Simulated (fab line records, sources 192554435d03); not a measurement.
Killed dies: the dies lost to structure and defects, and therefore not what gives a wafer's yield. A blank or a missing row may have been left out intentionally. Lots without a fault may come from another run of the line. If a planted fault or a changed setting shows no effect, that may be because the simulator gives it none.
Chamber matching    flow n5-finfet    N5_BEOL_M14_TRENCH_ETCH_34 on rie-diel-01: 4 sister chambers
The step etches SiO2 in C4F8/O2/Ar, target depth 556.65 nm, time 126.9 s. 4 wafers are shown with their chamber, then 7 later ones without.

== WAFERS WITH THEIR CHAMBER ==
wafer   chamber  rf-vpp-V (V)
L077.1  3        2242
L091.6  1        2261
L093.2  0        2238
L093.3  2        2189

== WAFERS MISSING THEIR CHAMBER ==
wafer   rf-vpp-V (V)
L093.4  2193
L095.2  2239
L095.5  2237
L095.6  2260
L096.1  2259
L096.2  2192
L096.5  2193

== THE CHAMBER EACH PASSED THROUGH ==
wafer   from the rows above      in truth
L093.4  2                        2
L095.2  can't be placed: 0 or 3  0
L095.5  can't be placed: 0 or 3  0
L095.6  1                        1
L096.1  1                        1
L096.2  2                        2
L096.5  2                        2
Correct placement for 5 of the 7. Unplaceable from these rows: 2, with the true chamber sitting among the candidates in 2. Number placed wrongly: 0.
How it was worked out, from the rows above alone: a wafer's distance from a chamber is the root of the sum, over the readings, of the square of ((its reading less the chamber's mean) divided by the reading's scatter). The wafer belongs to the nearest chamber; if the next one is less than 2 further off, it can't be placed. Each chamber's mean is taken over the wafers shown for it. The scatter: root of mean squared gap, hidden wafer to nearest shown wafer, with one shown wafer a chamber.
